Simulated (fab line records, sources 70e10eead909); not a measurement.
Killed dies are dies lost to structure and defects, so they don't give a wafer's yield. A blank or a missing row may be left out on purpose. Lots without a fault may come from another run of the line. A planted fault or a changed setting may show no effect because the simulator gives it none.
Chamber matching | flow nand_harc | NHARC_P_M0_STRIP_18 on rie_diel-03: 4 sister chambers
The step strips in N2/H2. 4 wafers are shown with their chamber, then 10 later ones without.

WAFERS WITH THEIR CHAMBER
wafer  | chamber | drypump_motor_current_A (A)
L086.1 | 0       | 4.7
L087.6 | 3       | 5.0
L090.1 | 2       | 6.8
L090.2 | 1       | 6.2

WAFERS WITHOUT THEIR CHAMBER
wafer  | drypump_motor_current_A (A)
L090.6 | 6.2
L093.1 | 5.1
L093.2 | 4.7
L093.6 | 5.0
L097.1 | 4.7
L097.2 | 5.1
L097.6 | 4.7
L096.1 | 6.2
L096.4 | 4.7
L096.5 | 6.8

WHICH CHAMBER EACH WENT THROUGH
wafer  | from the rows above | in truth
L090.6 | 1                   | 1
L093.1 | 3                   | 3
L093.2 | 0                   | 0
L093.6 | 3                   | 3
L097.1 | 0                   | 0
L097.2 | 3                   | 3
L097.6 | 0                   | 0
L096.1 | 1                   | 1
L096.4 | 0                   | 0
L096.5 | 2                   | 2
Placed correctly: 10 of 10. Can't be placed from these rows: 0. Placed wrongly: 0.
How it was worked out, from the rows above alone: a wafer's distance from a chamber is the root of the sum, over the readings, of the square of ((its reading less the chamber's mean) divided by the reading's scatter). The wafer belongs to the nearest chamber; if the next one is less than 2 further off, it can't be placed. A chamber's mean is the mean of its shown wafers. The scatter: with one shown wafer a chamber, the root of the mean of the squares of how far each hidden wafer lies from its nearest shown one.
